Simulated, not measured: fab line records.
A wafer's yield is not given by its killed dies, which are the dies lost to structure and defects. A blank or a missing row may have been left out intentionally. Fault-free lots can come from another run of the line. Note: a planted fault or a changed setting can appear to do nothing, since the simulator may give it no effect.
A lot that was struck, set against a sound lot | flow n5-finfet | 37 out of 1938 route steps
Sound: wafers L205.1, L205.2, L205.6. Struck: wafers L199.1, L199.5, L199.6. The cause is given at the end.
Per side, at each step with rows, come the tool, then ch with its chambers, and then its first start. Under that, the readings that differ: sound wafers | struck wafers | difference of the means | sigmas: that difference in standard deviations of wafers without a fault.
alike: same words and numbers on both sides, and readings whose means sit less than 2 such deviations apart. not compared: any withheld reading, any reading some wafer has no value for, any bound like >300 that may hide the same value, and any number with overlapping values for which the record gives no deviation.
A row with sigmas, a row that says differs or no value, or rows on one side alone: a step with any of these is where the two part. When numbers do not overlap yet have no deviation, they are printed without sigmas and do not part them. A reading missing from all wafers of one side parts the sides only when that side holds two or more wafers.

first, 9 steps without rows for these wafers: N5_WELL_APT_DESCUM_30 (chemistry O2, time 7.9 s); N5_WELL_APT_IMPLANT_31; N5_WELL_APT_IMPLANT_32; N5_WELL_APT_STRIP_33 (strips in SPM, time 900 s); N5_WELL_APT_RTA_34 (time 10 s); N5_WELL_APT_OXIDE_STRIP_42 (strips SiO2 in dHF, time 45 s, target depth 12 nm); N5_WELL_APT_PRECLEAN_36 (cleans in O3/DIW, time 45 s); N5_WELL_APT_PRECLEAN_39 (cleans in dHF, time 60 s); N5_WELL_APT_SRD_37 (time 30 s).
N5_WELL_APT_EPI_41: deposits Si from SiH4/H2, target thk 50 nm, time 297.7 s.
  sound on epi-rpcvd-01 ch 0, day 7 10:11; struck on epi-rpcvd-02 ch 0, day 5 22:04
  reading                                 | sound            | struck           | difference | sigmas
  run-length-s (s)                        | 366 366 364      | 499 499 499      | +134       | +35
  model.Si_of_WELL_APT_EPI_41.thk-nm (nm) | 49.3 48.79 49.91 | 73.5 73.42 73.48 | +24.1      |
  alike: susceptor_temp_C_max, throttle-valve-pct
then, 24 steps without rows for these wafers: N5_PMOS_HMC_CHANNEL_EPI_HM_DEP_34 (deposits SiO2 from TEOS/O2, target thk 36 nm, time 6.9 s); N5_PMOS_HMC_CHANNEL_EPI_COAT_31 (time 60 s, resist thk 66 nm); N5_PMOS_HMC_CHANNEL_EPI_COAT_03 (resist thk 205 nm); N5_PMOS_HMC_CHANNEL_EPI_EBR_05; N5_PMOS_HMC_CHANNEL_EPI_SOFTBAKE_04 (time 60 s); N5_PMOS_HMC_CHANNEL_EPI_EXPOSE_06 (exposes mask PMOS HMC BLK, target cd 240 nm); N5_PMOS_HMC_CHANNEL_EPI_PEB_07 (peb time 60 s); N5_PMOS_HMC_CHANNEL_EPI_DEVELOP_08 (develop time 30 s); N5_PMOS_HMC_CHANNEL_EPI_DESCUM_14 (chemistry O2, time 7.9 s); N5_PMOS_HMC_CHANNEL_EPI_ETCH_32 (etches BARC in N2/H2, stops on SiO2, target depth 85.8 nm, time 50.3 s); N5_PMOS_HMC_CHANNEL_EPI_HM_OPEN_15 (chemistry CHF3/O2, target SiO2, target depth 40.6 nm, time 20.3 s); N5_PMOS_HMC_CHANNEL_EPI_STRIP_33 (strips in N2/H2); N5_PMOS_HMC_CHANNEL_EPI_STRIP_17 (strips in SPM, time 750 s); N5_PMOS_HMC_CHANNEL_EPI_ETCH_38 (etches SiO2 in CF4, target depth 1.5 nm); N5_PMOS_HMC_CHANNEL_EPI_FIN_RECESS_16 (chemistry HBr/Cl2, target Si, target depth 54 nm, time 18 s); N5_PMOS_HMC_CHANNEL_EPI_PRECLEAN_36 (cleans in O3/DIW, time 45 s); N5_PMOS_HMC_CHANNEL_EPI_PRECLEAN_18 (cleans in DHF, time 30 s); N5_PMOS_HMC_CHANNEL_EPI_SRD_19 (time 30 s); N5_PMOS_HMC_CHANNEL_EPI_EPI_20 (deposits SiGe30, target thk 59 nm); N5_PMOS_HMC_CHANNEL_EPI_HM_STRIP_35 (strips SiO2 in dHF, material SiO2, target depth 39.6 nm, time 216 s); N5_PMOS_HMC_CHANNEL_EPI_SRD_39 (time 30 s); N5_PMOS_HMC_CHANNEL_EPI_CMP_21 (polishes SiGe30, target thk 54 nm); N5_PMOS_HMC_CHANNEL_EPI_PRECLEAN_40 (cleans in DHF, time 30 s); N5_PMOS_HMC_CHANNEL_EPI_PRECLEAN_37 (cleans in O3/DIW, time 45 s).
N5_SD_EPI_N_STRIP_18: strips in SPM, time 750 s.
  sound on wet-bench-04 ch 2,3,7, day 8 20:05; struck on wet-bench-06 ch 1,2,3, day 7 06:27
  reading                                 | sound     | struck         | difference | sigmas
  model.Si_of_WELL_APT_EPI_41.thk-nm (nm) | 8.8 5.8 9 | 30.6 32.6 33.6 | +24.4      |
-- a jump in the record: the struck wafers' starts before and after are 6 days apart (it breaks off in module SD_EPI_N and resumes in module BEOL_M4, where the first step shown is number 1111 of the route) --
N5_BEOL_M4_RC_MEAS_101:
  sound on prober-01 ch 0, day 15 04:20; struck on prober-02 ch 0, day 13 02:37
  reading            | sound          | struck         | difference | sigmas
  CJ_N               | 4.27 4.51 4.32 | 2.60 2.59 2.57 | -1.78      | -18
  CJ_P               | 5.99 5.66 5.75 | 2.26 2.23 2.27 | -3.55      | -14
  DIBL_N (mV/V)      | 39.0 36.1 36.4 | 51.0 41.0 41.4 | +7.3       | +3
  IOFF_N (nA/um)     | 0.23 0.15 0.15 | 1.39 0.36 0.42 | +0.55      | +12
  IOFF_N_85C (nA/um) | 4.2 2.9 3.0    | 18.8 6.1 6.7   | +7.2       | +10
  IOFF_P (nA/um)     | 0.29 0.20 0.21 | 0.40 0.39 0.77 | +0.29      | +6
  IOFF_P_85C (nA/um) | 4.8 3.6 3.7    | 6.4 6.2 11.1   | +3.9       | +5
  RS_NWELL (ohm/sq)  | 1042 1036 1042 | 988 999 998    | -45        | -6
  RS_PWELL (ohm/sq)  | 3031 3028 3007 | 2575 2557 2559 | -458       | -19
  SS_N (mV/dec)      | 73.1 72.1 71.4 | 93.0 75.1 78.2 | +9.9       | +14
  SS_P (mV/dec)      | 74.8 73.8 73.3 | 77.5 76.4 82.7 | +4.9       | +6
  alike: DIBL_P, ION_N, ION_P, VT_N, VT_P
-- a jump in the record: the struck wafers' starts before and after are 5 days apart (it breaks off in module BEOL_M4 and resumes in module PASSIVATION, where the first step shown is number 1936 of the route) --
N5_PASSIVATION_PROBE_49:
  the record has rows for the struck wafers here (prober-01, day 17 18:22) and none for the sound ones

## WHERE THEY PART
First at N5_WELL_APT_EPI_41; last, within this record, at N5_PASSIVATION_PROBE_49.

WHY: what had been put in by the simulator
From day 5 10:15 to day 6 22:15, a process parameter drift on epi-rpcvd-02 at N5_WELL_APT_EPI_41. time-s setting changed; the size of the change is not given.
